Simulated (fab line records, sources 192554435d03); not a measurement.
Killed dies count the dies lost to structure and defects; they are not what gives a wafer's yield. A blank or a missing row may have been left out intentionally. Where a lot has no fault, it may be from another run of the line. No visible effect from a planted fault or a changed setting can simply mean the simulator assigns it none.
A struck lot beside a sound one | flow n5_finfet | 36 out of 1938 route steps
Sound: these wafers, L683.2, L683.3, L683.4. Struck: wafer L676.2. (L676.1 of the same lot was not struck and is left out.) The cause comes at the end.
Per side, at each step with rows, come the tool, then ch with its chambers, and then its first start. Under that, the readings that differ: sound wafers | struck wafers | difference of the means | sigmas: that difference in standard deviations of wafers without a fault.
alike: readings whose means differ by less than 2 such deviations, and words and numbers that are the same on both sides. not compared: withheld readings, readings that some wafer has no value for, bounds like >300 that may hide the same value, and numbers for which the record gives no deviation and whose values overlap.
Wherever a step has rows on one side only, a row that says differs or no value, or a row with sigmas, the two part there. Numbers that don't overlap but have no deviation are shown without sigmas and don't part them. Lack of a reading on every wafer of one side parts them only where that side has two or more wafers.

first, 10 steps without rows for these wafers: N5_FIN_SAQP_ETCH_69 (etches SOC in N2/H2, stops on SiNx, target depth 150 nm); N5_FIN_SAQP_ETCH_67 (etches SiNx in CH3F/O2, target depth 30 nm); N5_FIN_SAQP_STRIP_70 (strips in N2/H2); N5_FIN_SAQP_RECESS_71 (chemistry HF/NH3, target SiO2, target depth 3 nm, afs cycles 1, sublimation time 60 s); N5_FIN_SAQP_SPACER2_ALD_28 (deposits SiO2, target thk 8.1 nm, pulse time 1 s, purge time 2 s); N5_FIN_SAQP_SPACER2_ETCHBACK_29 (etches SiO2 in CHF3/O2, target depth 12.2 nm, time 6.1 s); N5_FIN_SAQP_MANDREL2_REMOVE_60 (chemistry HBr/Cl2/O2, target a-Si, stops on SiNx, bt time 10 s); N5_FIN_SAQP_HM_OPEN_33 (chemistry CH3F/O2, target SiNx, target depth 49.4 nm, time 70.6 s); N5_FIN_SAQP_ETCH_34 (etches SiO2 in C4F6/O2, target depth 45 nm, time 15 s); N5_FIN_SAQP_STRIP_77 (strips in N2/H2, time 90 s).
N5_FIN_SAQP_ETCH_64: etches SiO2 in CF4, target depth 1.5 nm.
  sound on rie_si-03 ch 0,1,3, day 7 15:11; struck on rie_si-06 ch 2, day 5 21:44
  reading                                      | sound             | struck | difference | sigmas
  he_backside_leak_sccm (sccm)                 | 3.16 2.93 2.48    | 2.27   | -0.59      | -2
  oes_product_au (a.u.)                        | 1.027 1.004 1.000 | 1.314  | +0.304     | +17
  rf_hours_counter_h (h)                       | 68 109 8          | 6      | -56        |
  model.SiNx_of_FIN_SAQP_HM_DEP_03.thk_nm (nm) | 32.2 32.6 33      | 31.6   | -1.0       |
  model.etch.depth_nm (nm)                     | 1.49 1.53 1.501   | 2.316  | +0.809     |
  alike: drypump_motor_current_A, rf_fwd_power_W, throttle_valve_pct
then, 23 steps without rows for these wafers: N5_FIN_SAQP_FIN_ETCH_36 (etches the open film in HBr/Cl2/O2, target depth 120 nm, time 50.4 s); N5_FIN_SAQP_PRECLEAN_38 (cleans in O3/DIW, time 45 s); N5_FIN_SAQP_PRECLEAN_45 (cleans in dHF, time 10 s); N5_FIN_SAQP_SRD_39 (time 30 s); N5_FIN_CUT_COAT_18 (time 60 s, resist thk 230 nm); N5_FIN_CUT_COAT_19 (time 60 s, resist thk 20 nm); N5_FIN_CUT_COAT_29 (time 60 s, resist thk 10 nm); N5_FIN_CUT_COAT_02 (resist thk 30 nm); N5_FIN_CUT_EBR_04; N5_FIN_CUT_SOFTBAKE_03 (time 60 s); N5_FIN_CUT_EXPOSE_05 (exposes mask FIN CUT); N5_FIN_CUT_PEB_06 (peb time 60 s); N5_FIN_CUT_DEVELOP_07 (develop time 30 s); N5_FIN_CUT_DESCUM_13 (chemistry O2, time 7 s); N5_FIN_CUT_ETCH_30 (etches underlayer in N2/H2, target depth 13 nm, time 10.4 s); N5_FIN_CUT_ETCH_20 (etches SiARC in CF4, target depth 26 nm, time 43.3 s); N5_FIN_CUT_ETCH_21 (etches SOC in N2/H2, target depth 219 nm, overetch 43.8 nm, time 523.5 s); N5_FIN_CUT_STRIP_23 (strips in N2/H2); N5_FIN_CUT_STRIP_31 (strips in N2/H2); N5_FIN_CUT_STRIP_24 (strips in CF4); N5_FIN_CUT_CUT_ETCH_26 (etches SiNx in CH3F/O2, target depth 39 nm, time 55.7 s); N5_FIN_CUT_CUT_ETCH_27 (etches SiO2 in CHF3/O2, target depth 4 nm, overetch 2 nm, time 4.9 s); N5_FIN_CUT_PRECLEAN_35 (cleans in vHF, time 13.3 s).
N5_STI_FIN_REVEAL_RECESS_09: chemistry HF/NH3, target SiO2, afs cycles 11, target depth 42.5 nm, sublimation time 60 s.
  sound on vapor_etch-02 ch 0,1, day 8 04:44; struck on vapor_etch-01 ch 0, day 6 05:20
  reading                                      | sound      | struck | difference | sigmas
  model.SiNx_of_FIN_SAQP_HM_DEP_03.thk_nm (nm) | 18 18 18.8 | 17     | -1         |
  alike: drypump_motor_current_A
-- the record jumps here: 6 days lie between the struck wafers' starts before and after (it left off in module STI_FIN_REVEAL and takes up again in module BEOL_M4, whose first step shown is number 1111 of the route) --
N5_BEOL_M4_RC_MEAS_101:
  sound on prober-02 ch 0, day 14 07:38; struck on prober-02 ch 0, day 12 03:23
  reading       | sound          | struck | difference | sigmas
  SS_N (mV/dec) | 71.5 72.0 71.6 | 70.5   | -1.2       | -2
  alike: DIBL_N, DIBL_P, IOFF_N, IOFF_P, ION_N, ION_P, SS_P, VT_N, VT_P

== WHERE THEY PART ==
Last at N5_BEOL_M4_RC_MEAS_101 as far as this record goes, first at N5_FIN_SAQP_ETCH_64.

WHY: what had been put in by the simulator
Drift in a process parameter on rie_si-06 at N5_FIN_SAQP_ETCH_64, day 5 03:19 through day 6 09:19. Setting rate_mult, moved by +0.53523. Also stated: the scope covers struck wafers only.
